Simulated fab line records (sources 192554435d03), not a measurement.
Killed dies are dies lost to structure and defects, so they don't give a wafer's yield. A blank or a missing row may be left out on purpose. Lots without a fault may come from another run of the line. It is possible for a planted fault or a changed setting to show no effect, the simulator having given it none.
fab line records | flow n5-finfet
[record] lots = 4 wafers = 11 last-day = 16
route steps=1938 shown HKMG_FIN@436 GATE_CUT@465 BEOL_M4@1111 PASSIVATION@1936
lots that met no fault: from a run of the same line without faults
start-h: hours from the record's first day to the start of the lot's first wafer shown | wait-h: hours elapsed since this lot's preceding step | " repeats the value in the row above | L1.1+2: one row covering several wafers at once | - no value present, or no start provided | * or withheld: withheld | < > ~ a bound
route shown NAME@n: a module of which the file shows steps, and the number in the route of the first | usual: the fault-free wafers' mean and standard deviation | same: alike in all rows | chamber/n: place in a boat | sites: the reading at each site | _std_site: the values' standard deviation | _edge_site: mean of outer sites minus mean of inner sites | radius-mm: for every site, how far away it sits from the centre of the wafer | mask NAME#n: copy n | behind: the last tool/chamber to shape the wafer | hold: the reason the lot was held/the length of the hold in hours/how it ended | device: the n, p or np transistor that did not switch | end of line: tests of these same wafers at the route's end | a step without rows: its recipe alone | killed: at the first sort, the dies lost to defects and structure; wafer yield is something else | map: dies across one wafer; x = killed, . = not, _ = none there
set.NAME: the run value of the setting; set.NAME@STEP: its run value at that earlier step | model.NAME: the simulator's own value behind a step, which no gauge read
a table for each step, a row for each wafer; lots at some steps of the route
services: the hour from which a tool's chamber was out of use, counted from the record's first day as start-h (under 0 if before that day), plus the number of hours and why
[[steps]]
[step N5_HKMG_FIN_STRIP_33]
[recipe] chemistry = N2/H2 temp-c = 40 n2-flow-sccm = 200 h2-flow-sccm = 200 rf-frequency-hz = 6e+07
[step N5_HKMG_FIN_STRIP_34]
[recipe] chemistry = CF4 resist = SiARC power-w = 300 bias-power-w = 75 pressure-mtorr = 50 cf4-flow-sccm = 150 rf-frequency-hz = 6e+07
[step N5_HKMG_FIN_ETCH_35]
[recipe] chemistry = N2/H2 target = SOC target-depth-a = 2158 ion-energy-ev = 65 bias-w = 5 source-w = 3000 time-s = 243.4 pressure-mtorr = 30 n2-flow-sccm = 200 h2-flow-sccm = 200
[step N5_HKMG_FIN_STRIP_92]
[recipe] chemistry = N2/H2 material = SOC time-s = 20 power-w = 500 temp-c = 40 pressure-mtorr = 50 rf-frequency-hz = 6e+07 bias-power-w = 8 h2-frac = 0.5 n2-flow-sccm = 300 h2-flow-sccm = 300
[step N5_HKMG_FIN_WET_ETCH_18]
[recipe] chemistry = SC1 target = TiN mix = 1:1:5 temp-c = * time-s = 55 target-depth-nm = 5.2 dry = ipa-marangoni rinse-time-s = 30 rinse-temp-c = 23
[step N5_HKMG_FIN_STRIP_19]
[recipe] chemistry = N2/H2 power-w = 2500 temp-c = 300 h2-frac = 0.65 time-s = 360 pressure-mtorr = withheld n2-flow-sccm = 1750 h2-flow-sccm = 3250
[step N5_HKMG_FIN_ALD_91]
[recipe] material = TiN target-thk-a = 10 temp-c = 400 ald-precursor-family = TiCl4 ald-co-reactant = NH3 pulse-time-s = 1 purge-time-s = 3 co-reactant-purge-time-s = 2 co-reactant-pulse-time-s = 2 ald-cycles = 47 pressure-torr = 3
[step N5_HKMG_FIN_COAT_85]
[recipe] resist = SOC temp-c = 250 time-s = 60 spin-rpm = 1500 resist-thk-nm = 300
[step N5_HKMG_FIN_ETCH_86]
[recipe] chemistry = N2/H2 target = SOC target-depth-a = 3932 stop-on = TiN ion-energy-ev = 100 bias-w = 61 pressure-mtorr = 30 source-w = 850 n2-flow-sccm = 200 h2-flow-sccm = 200
[step N5_HKMG_FIN_STRIP_89]
[recipe] chemistry = N2/H2 material = SOC time-s = 20 power-w = 500 temp-c = 40 pressure-mtorr = 50 rf-frequency-hz = 6e+07 bias-power-w = 8 h2-frac = 0.5 n2-flow-sccm = 300 h2-flow-sccm = 300
[step N5_HKMG_FIN_WET_ETCH_87]
[recipe] chemistry = SC1 target = TiN mix = 1:2:40 temp-c = 50 time-s = 154.2 target-depth-nm = 4.7 dry = ipa-marangoni rinse-time-s = 30 rinse-temp-c = 23
[step N5_HKMG_FIN_STRIP_88]
[recipe] chemistry = N2/H2 power-w = 2500 temp-c = 300 h2-frac = 0.65 time-s = 360 pressure-mtorr = withheld n2-flow-sccm = 1750 h2-flow-sccm = 3250
[step N5_HKMG_FIN_NWFM_ALD_20]
[recipe] material = TiAlC target-thk-a = 20 temp-c = 300 ald-precursor-family = TiCl4 ald-co-reactant = TEA pulse-time-s = 3 purge-time-s = 2 co-reactant-purge-time-s = 2 co-reactant-pulse-time-s = 10 ald-cycles = 7 pressure-torr = 3
[usual] ald-cycles = 7/0 heater-power-w = 487/39 precursor-pulse-height-rel = 0.997/0.02
[same] co-reactant-pulse-time-s = 10
// columns lot.wafer tool chamber start-h wait-h ald-cycles heater-power-w precursor-pulse-height-rel
L589.4 ald-metal-03 2 80.57 0.1 7 492 1.011
L589.5 " 1 " " 7 461 1.016
L589.6 " 0 " " 7 525 0.995
L599.2 ald-metal-03 1 148.06 0.3 6 442 1.035
L599.3 " 2 " " 6 496 1.034
L599.4 " 3 " " 7 480 1.013
L602.3 ald-metal-03 2 158.96 0.1 6 498 1.000
L602.4 " 0 " " 7 526 1.021
L607.1 ald-metal-01 2 190.30 0.3 7 532 1.035
L607.3 " 0 " " 7 420 0.992
L607.4 " 3 " " 7 502 1.012
[step N5_HKMG_FIN_ALD_71]
[recipe] material = TiN target-thk-a = 10 temp-c = 400 ald-precursor-family = TiCl4 ald-co-reactant = NH3 pulse-time-s = 1 purge-time-s = 3 co-reactant-purge-time-s = 2 co-reactant-pulse-time-s = 2 ald-cycles = 47 pressure-torr = 3
[step N5_HKMG_FIN_COAT_66]
[recipe] resist = SOC temp-c = 250 time-s = 60 spin-rpm = 1500 resist-thk-nm = 300
[step N5_HKMG_FIN_ETCH_67]
[recipe] chemistry = N2/H2 target = SOC target-depth-a = 3889 stop-on = TiN ion-energy-ev = 100 bias-w = 61 pressure-mtorr = 30 source-w = 850 n2-flow-sccm = 200 h2-flow-sccm = 200
[step N5_HKMG_FIN_STRIP_90]
[recipe] chemistry = N2/H2 material = SOC time-s = 20 power-w = 500 temp-c = 40 pressure-mtorr = 50 rf-frequency-hz = 6e+07 bias-power-w = 8 h2-frac = 0.5 n2-flow-sccm = 300 h2-flow-sccm = 300
[step N5_HKMG_FIN_WET_ETCH_73]
[recipe] chemistry = SC1 mix = 1:2:40 temp-c = 50 time-s = 42.3 target-depth-nm = 1.3 dry = ipa-marangoni rinse-time-s = 30 rinse-temp-c = 23
[step N5_HKMG_FIN_ETCHBACK_68]
[recipe] chemistry = Cl2/Ar stop-on = HfO2 target-depth-a = 5 pressure-mtorr = 10 icp-w = 600 bias-w = 60 Cl2_flow_sccm = 40 Ar_flow_sccm = 60
[step N5_HKMG_FIN_STRIP_69]
[recipe] chemistry = N2/H2 power-w = 2500 temp-c = 300 h2-frac = 0.65 time-s = 360 pressure-mtorr = withheld n2-flow-sccm = 1750 h2-flow-sccm = 3250
[step N5_HKMG_FIN_ALD_21]
[recipe] material = TiN target-thk-a = 15 temp-c = 400 ald-precursor-family = TiCl4 ald-co-reactant = NH3 pulse-time-s = 1 purge-time-s = 3 co-reactant-purge-time-s = 2 co-reactant-pulse-time-s = 2 ald-cycles = 68 pressure-torr = 3
[step N5_HKMG_FIN_ALD_72]
[recipe] material = W target-thk-a = 20 temp-c = 300 pressure-torr = 7.5 ald-precursor-family = WF6 ald-co-reactant = B2H6 pulse-time-s = 1 purge-time-s = 2 co-reactant-purge-time-s = 2 co-reactant-pulse-time-s = 3 ald-cycles = 7
[step N5_HKMG_FIN_W_FILL_22]
[recipe] material = W target-thk-a = 600 temp-c = 400 pressure-torr = 39.4 time-s = 18.2
[step N5_HKMG_FIN_PRECLEAN_83]
[recipe] chemistry = DIW time-s = 57.5 temp-c = 23
[step N5_HKMG_FIN_SRD_84]
[recipe] dry-time-s = 32 dry = n2-spin spin-rpm = 1500
[step N5_HKMG_FIN_CMP_23]
[recipe] stop-on = SiNx t-overpolish-s = 10 post-cmp-clean = rinse-only down-force-psi = 4 platen-rpm = 50.289 pad-velocity-m-s = 1.0006 target-thk-nm = 46.326
[step N5_HKMG_FIN_CMP_94]
[recipe] stop-on = SiNx post-cmp-clean = w-dilute-nh4oh t-overpolish-s = 4.7 down-force-psi = 4 platen-rpm = 50.289 pad-velocity-m-s = 1.0006 target-thk-nm = 43.299
[step N5_GATE_CUT_ETCHBACK_00]
[recipe] chemistry = SF6/Cl2 target = W pressure-mtorr = 8 icp-w = 900 bias-w = 80 SF6_flow_sccm = 40 Cl2_flow_sccm = 60
[step N5_GATE_CUT_ETCH_56]
[recipe] chemistry = Cl2/Ar target = TiN target-depth-a = 216 pressure-mtorr = 10 icp-w = 600 bias-w = 60 Cl2_flow_sccm = 40 Ar_flow_sccm = 60
[step N5_GATE_CUT_ETCHBACK_30]
[recipe] chemistry = Cl2/Ar target = TiN target-depth-a = 30 mode = isotropic pressure-mtorr = 10 icp-w = 600 bias-w = 60 Cl2_flow_sccm = 40 Ar_flow_sccm = 60
[step N5_GATE_CUT_VAPOR_ETCH_60]
[recipe] chemistry = BCl3/Cl2 target = HfO2 mode = isotropic
[step N5_GATE_CUT_ETCH_58]
[recipe] chemistry = CH3F/O2 target = SiNx target-depth-a = 170 time-s = 128.6 ion-energy-ev = 50 pressure-mtorr = 30 source-w = 415 bias-w = 21 Ar_flow_sccm = 150 CH3F_flow_sccm = 30 O2_flow_sccm = 20
[step N5_GATE_CUT_STRIP_59]
[recipe] chemistry = N2/H2 time-s = 20 power-w = 100 temp-c = 40 pressure-mtorr = 100 rf-frequency-hz = 6e+07 bias-power-w = 3 n2-flow-sccm = 300 h2-flow-sccm = 300
[step N5_GATE_CUT_PRECLEAN_31]
[recipe] temp-c = 23 chemistry = DIW time-s = 300
[step N5_GATE_CUT_SRD_32]
[recipe] time-s = 30 temp-c = 23 rinse-liquid = diw dry = ipa-marangoni
[step N5_GATE_CUT_SAC_CAP_01]
[recipe] material = SiNx target-thk-a = 240 temp-c = 400 ald-precursor-family = SiH2I2 ald-co-reactant = N2/H2-plasma pulse-time-s = 1 ald-cycles = 480 purge-time-s = 2 co-reactant-purge-time-s = 2 pressure-torr = 2
[step N5_GATE_CUT_PECVD_57]
[recipe] material = SiNx target-thk-a = 210 temp-c = 400 precursor = SiH4/NH3/N2 pressure-torr = 1.5 rf-w = 300
[step N5_GATE_CUT_CMP_02]
[recipe] stop-on = SiO2 t-overpolish-s = 12.7 post-cmp-clean = alkaline-brush down-force-psi = 2.5 platen-rpm = 51.8 pad-velocity-m-s = 1.0307 target-thk-nm = 0
[step N5_GATE_CUT_HM_DEP_46]
[recipe] material = SiO2 target-thk-a = 1300 temp-c = 400 precursor = TEOS/O2 pressure-torr = 6.5 rf-w = 900 teos-flow-sccm = 161.4 gas = O2 flow-sccm = 2650 time-s = 26.6
[step N5_BEOL_M4_RC_MEAS_101]
[usual] DIBL_N = 36.9/1.7 DIBL_P = 36.7/2.1 IOFF_N = 0.17/0.032 IOFF_N_85C = 3.3/0.52 IOFF_N_LIN = 0.077/0.012 IOFF_N_LONG = 5.63e-05/2.6e-06 IOFF_P = 0.22/0.036 ION_N = 674/12 ION_P = 461/7 SS_N = 71.7/0.6 SS_P = 73.4/0.67 VT_N = 249/3.1 VT_N_LONG = 274.5/1.9 VT_N_LVT = 98/3.1 VT_P = -250/3.2
// columns lot.wafer tool chamber start-h wait-h DIBL_N[mV/V] DIBL_P[mV/V] IOFF_N[nA/um] IOFF_N_85C[nA/um] IOFF_N_LIN[nA/um] IOFF_N_LONG[nA/um] IOFF_P[nA/um] ION_N[uA/um] ION_P[uA/um] SS_N[mV/dec] SS_P[mV/dec] VT_N[mV] VT_N_LONG[mV] VT_N_LVT[mV] VT_P[mV]
L589.4 prober-01 0 169.98 0.5 34.7 33.9 0.12 2.4 0.056 5.69e-05 0.16 660 450 71.9 72.5 257 275.7 100 -253
L589.5 " 0 " " 36.5 35.9 0.15 2.9 0.067 5.65e-05 0.18 666 452 71.3 73.2 252 275.5 98 -253
L589.6 " 0 " " 36.2 36.0 0.15 3.0 0.070 5.69e-05 0.19 679 462 71.5 73.2 249 273.7 98 -253
L599.2 prober-01 0 248.76 0.2 38.3 37.0 0.09 1.9 0.038 3.53e-05 0.28 630 471 71.8 73.1 269 300.2 117 -244
L599.3 " 0 " " 40.8 41.3 0.11 2.4 0.049 3.41e-05 0.38 644 480 72.6 75.5 267 296.3 113 -240
L599.4 " 0 " " 37.2 36.2 0.17 3.3 0.076 5.54e-05 0.21 675 456 71.5 73.8 249 273.8 96 -249
L602.3 prober-02 0 249.97 0.3 36.7 36.2 0.07 1.6 0.032 3.49e-05 0.21 626 463 71.7 72.7 271 299.2 121 -248
L602.4 " 0 " " 37.2 37.6 0.16 3.2 0.077 5.56e-05 0.19 674 452 72.1 74.0 248 275.9 97 -253
L607.1 prober-02 0 279.11 0.0 37.5 35.7 0.18 3.5 0.082 6.28e-05 0.26 676 471 71.5 73.4 247 272.7 99 -244
L607.3 " 0 " " 35.1 33.5 0.14 2.8 0.067 6.2e-05 0.23 662 466 71.5 72.8 249 274.5 102 -247
L607.4 " 0 " " 34.8 33.6 0.14 2.8 0.069 6.25e-05 0.24 667 467 70.8 72.1 248 270.6 101 -245
[step N5_PASSIVATION_PROBE_49]
[usual] defect-limited-yield = 91.7/1.5 killed_at_M0_to_M3 = 32/9.6 killed_at_M4_up = 13/5.3 killed-at-contacts = 12/6.8 killed-at-front-end = 36/9.8 killed-at-other = 4/3.1 killed-dies = 98/17 killed-open = 65/13 killed-short = 32/8.5 sort_bin_4_leakage = 0.00/0.007 sort_bin_5_function = 4.9/0.93 sort_bin_6_memory = 3.2/0.67 sort_bin_8_speed = 0.00/0.02 sort-n-pass = 1082/17 sort-yield-pct = 91.7/1.4
[same] gross-dies = 1180 killed-at-back-side = 0
// columns lot.wafer tool chamber start-h wait-h defect-limited-yield[%] killed_at_M0_to_M3 killed_at_M4_up killed-at-contacts killed-at-front-end killed-at-other killed-dies killed-open killed-short sort_bin_4_leakage[%] sort_bin_5_function[%] sort_bin_6_memory[%] sort_bin_8_speed[%] sort-n-pass sort-yield-pct[%]
L589.4 prober-01 - 272.27 0.2 93.8 32 7 6 26 2 73 47 22 0 3.7 2.2 0 1107 93.8
L589.5 prober-01 - 272.32 0.2 93.1 29 4 12 34 2 81 46 34 0 4.7 1.7 0 1099 93.1
L589.6 prober-01 - 272.37 0.3 91.9 38 11 4 39 4 96 65 28 0 5.1 2.9 0 1084 91.9
L602.3 prober-02 - 351.48 0.1 90.5 45 18 4 42 3 112 69 42 0 6.0 2.9 28.73 729 61.8
L602.4 prober-02 - 351.53 0.2 92.1 39 18 5 29 2 93 65 24 0 5.1 2.6 0 1087 92.1
L599.2 prober-02 - 359.20 0.1 89.3 33 7 7 61 18 126 76 50 0 6.7 3.8 14.58 882 74.7
L599.3 prober-02 - 359.25 0.1 92.9 36 12 3 26 7 84 55 28 0.17 4.5 2.6 1.36 1078 91.4
L599.4 prober-02 - 359.30 0.2 90.1 36 17 10 50 4 117 81 36 0 5.8 3.7 0 1063 90.1
L607.1 prober-01 - 386.71 0.0 92.9 19 18 6 38 3 84 58 23 0 3.7 3.1 0 1096 92.9
L607.3 prober-01 - 386.81 0.1 92.4 33 9 15 31 2 90 51 36 0 5.1 2.4 0 1090 92.4
L607.4 prober-01 - 386.86 0.2 93.2 18 12 12 32 6 80 49 30 0 4.1 2.5 0 1100 93.2
// killed by level:class
L589.4 BEOL_M0_SAQP:geometric-particle:short=9 STI_FIN_REVEAL:geometric-particle:open=8 BEOL_M0_SAQP:geometric-particle:open=7 MOL_CONTACT_COAG:geometric-particle:open=6 FIN_SAQP:geometric-particle:open=5 BEOL_M3:geometric-particle:open=5 BEOL_M1:geometric-particle:open=4 BEOL_M2:geometric-particle:open=4
L589.5 BEOL_M0_SAQP:geometric-particle:short=9 BEOL_M0_SAQP:geometric-particle:open=9 MOL_CONTACT_COAG:geometric-particle:open=8 FIN_SAQP:geometric-particle:short=7 GATE_CUT:geometric-particle:short=5 BEOL_M3:geometric-particle:open=5 DUMMY_GATE:geometric-particle:open=4 MOL_CONTACT_COAG:geometric-particle:short=4
L589.6 STI_FIN_REVEAL:geometric-particle:open=11 BEOL_M0_SAQP:geometric-particle:open=10 BEOL_M1:geometric-particle:open=9 FIN_SAQP:geometric-particle:short=7 BEOL_M2:geometric-particle:open=5 MOL_CONTACT_COAG:geometric-particle:open=4 BEOL_M0_SAQP:geometric-particle:short=4 BEOL_M3:geometric-particle:short=4
L602.3 BEOL_M0_SAQP:geometric-particle:open=15 BEOL_M0_SAQP:geometric-particle:short=13 STI_FIN_REVEAL:geometric-particle:open=12 FIN_SAQP:geometric-particle:short=10 FIN_SAQP:geometric-particle:open=6 BEOL_M1:geometric-particle:open=6 BEOL_M4:geometric-particle:open=6 BEOL_M8:geometric-particle:open=6
L602.4 BEOL_M0_SAQP:geometric-particle:open=12 FIN_SAQP:geometric-particle:open=11 BEOL_M4:geometric-particle:open=10 FIN_SAQP:geometric-particle:short=9 BEOL_M0_SAQP:geometric-particle:short=6 BEOL_M3:geometric-particle:open=6 MOL_CONTACT_COAG:geometric-particle:open=5 BEOL_M2:geometric-particle:open=5
L599.2 MIM_TOP_ETCH:geometric-particle:short=12 FIN_SAQP:geometric-particle:short=11 FIN_SAQP:geometric-particle:open=10 GATE_CUT:geometric-particle:open=10 BEOL_M3:geometric-particle:open=10 GATE_CUT:geometric-particle:short=8 STI_FIN_REVEAL:geometric-particle:open=7 MOL_CONTACT_COAG:geometric-particle:open=6
L599.3 BEOL_M2:geometric-particle:open=10 BEOL_M0:geometric-particle:open=8 FIN_SAQP:geometric-particle:short=6 BEOL_M1:geometric-particle:open=5 BEOL_M4:geometric-particle:open=5 GATE_CUT:geometric-particle:short=4 BEOL_M0_SAQP:geometric-particle:short=4 FIN_SAQP:geometric-particle:open=3
L599.4 GATE_CUT:geometric-particle:short=11 FIN_SAQP:geometric-particle:open=9 FIN_SAQP:geometric-particle:short=9 MOL_CONTACT_COAG:geometric-particle:open=9 BEOL_M2:geometric-particle:open=9 GATE_CUT:geometric-particle:open=8 BEOL_M4:geometric-particle:open=8 BEOL_M3:geometric-particle:open=7
L607.1 FIN_SAQP:geometric-particle:open=10 FIN_SAQP:geometric-particle:short=7 STI_FIN_REVEAL:geometric-particle:open=6 MOL_CONTACT_COAG:geometric-particle:open=6 BEOL_M4:geometric-particle:short=6 BEOL_M1:geometric-particle:open=5 BEOL_M3:geometric-particle:open=5 GATE_CUT:geometric-particle:open=4
L607.3 MOL_CONTACT_COAG:geometric-particle:open=12 BEOL_M0_SAQP:geometric-particle:short=11 BEOL_M4:geometric-particle:open=8 FIN_SAQP:geometric-particle:open=7 GATE_CUT:geometric-particle:short=6 BEOL_M1:geometric-particle:open=5 FIN_SAQP:geometric-particle:short=4 BEOL_M0_SAQP:geometric-particle:open=4
L607.4 MOL_CONTACT_COAG:geometric-particle:open=8 BEOL_M4:geometric-particle:open=8 DUMMY_GATE:geometric-particle:open=6 BEOL_M2:geometric-particle:open=5 FIN_SAQP:geometric-particle:open=4 FIN_SAQP:geometric-particle:short=4 STARTING-WAFER:geometric-particle:open=4 MIM_TOP_ETCH:geometric-particle:short=4
// map L599.2 (x killed, . not)
_________________.x...x......________________
______________.......x....x...x._____________
___________..x.....................__________
__________........x....x......x....._________
________.........................xx..x_______
_______..x...x..x......x.........x..xxx______
______.................................x_____
_____................x................x..____
____........x...............x..x...x.x...x___
___x..x........................x.x.........__
___.x..........x..x..x......x........x....x__
__x..x..........................x.....x.x.x._
__............................x.......x....._
_........................................x...
_.......x.x..x.................x.............
_......x..xx........x.....xx..x....x....x.x..
_.................xx......xx.........x.......
_....x...................x.............x...x.
_.......x...x..........x...x.x...............
_............x..x............................
_.........x.x....x..x......x................x
__..............x.x........................._
__.....x.....x................x.x.......x..._
___x...xx..........x....x.x.......x........__
___...............x.........x...x..........__
____......................................___
_____......x................x..........x.____
______.x.x.............................._____
_______......x..x...............x......______
________...x.............x......x.x..._______
__________xx..x....x................_________
___________......x.....x.....x.....__________
______________...........xx....._____________
_________________.x.....xx...________________
// map L602.3 (x killed, . not)
_________________......x.....________________
______________xx................_____________
___________........x...............__________
__________...................x......_________
________......xxx....x................_______
_______.....................x......x...______
______....................x..x....x....._____
_____...xx...............................____
____........................x.............___
___...............x..........x........x....__
___xx...............x......................__
__............x.......................x....._
__...x...x....x.......................x....._
_...........................................x
_.....x..............xxx........x............
_........x..x........................xx......
_.........xx....x..x..x.x....................
_..............x.....x.....x.x........x......
_..x.....................x...................
_....x....x....x...x.................x.......
_.........x........x........................x
__..x.......x...xx..............x..........._
__..............x..x....x....x.x..x....x.xx._
___.x...........x.....x....x.x..x..........__
___x.....x.x......xx...................x...__
____....x......x.................x....x...___
_____....xx....x.......................x.____
______........x.............x....xx..x.._____
_______.....................x.x......x.______
________...........x.x................_______
__________..............xx...x......_________
___________.x..x...................__________
______________x......x......x..._____________
_________________............________________
[[services]]
// columns tool chamber start-h hours kind
ald-metal-01 2 86.17 5.1 repair
ald-metal-01 0 167.88 - calibration
ald-metal-03 2 184.91 2.0 repair
[[key]]
[first-sign] step = N5_HKMG_FIN_NWFM_ALD_20 reading = ald-cycles direction = down sigmas = 99+ usual = * struck = *
[effect] step = N5_BEOL_M4_RC_MEAS_101 reading = VT_N_LONG direction = up sigmas = 12 usual = 274.5 struck = 298.5
[effect] step = N5_BEOL_M4_RC_MEAS_101 reading = IOFF_N_LONG direction = down sigmas = 8.4 usual = 5.63e-05 struck = 3.48e-05
[effect] step = N5_BEOL_M4_RC_MEAS_101 reading = VT_N direction = up sigmas = 6.4 usual = 249 struck = 269
[effect] step = N5_BEOL_M4_RC_MEAS_101 reading = VT_N_LVT direction = up sigmas = 6.2 usual = 98 struck = 117
[effect] step = N5_BEOL_M4_RC_MEAS_101 reading = ION_N direction = down sigmas = 3.6 usual = 674 struck = 633
[effect] step = N5_BEOL_M4_RC_MEAS_101 reading = IOFF_N_LIN direction = down sigmas = 3.2 usual = 0.077 struck = 0.040
[effect] step = N5_BEOL_M4_RC_MEAS_101 reading = IOFF_N_85C direction = down sigmas = 2.6 usual = 3.3 struck = 2.0
[effect] step = N5_BEOL_M4_RC_MEAS_101 reading = IOFF_N direction = down sigmas = 2.5 usual = 0.17 struck = 0.09
[effect] step = N5_PASSIVATION_PROBE_49 reading = sort_bin_8_speed direction = up sigmas = 99+ usual = 0.00 struck = 14.89
met-at N5_HKMG_FIN_NWFM_ALD_20
struck-wafers L599.2,L599.3,L602.3
onset-between 80.57 148.06
[fault] kind = process-parameter-drift tool = ald-metal-03 chamber = - onset-h = 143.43 steps = N5_HKMG_FIN_NWFM_ALD_20 channel = ald-cycles offset = * shape = step end-h = 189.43 scope = struck-wafers-only acts-in = * stated = *
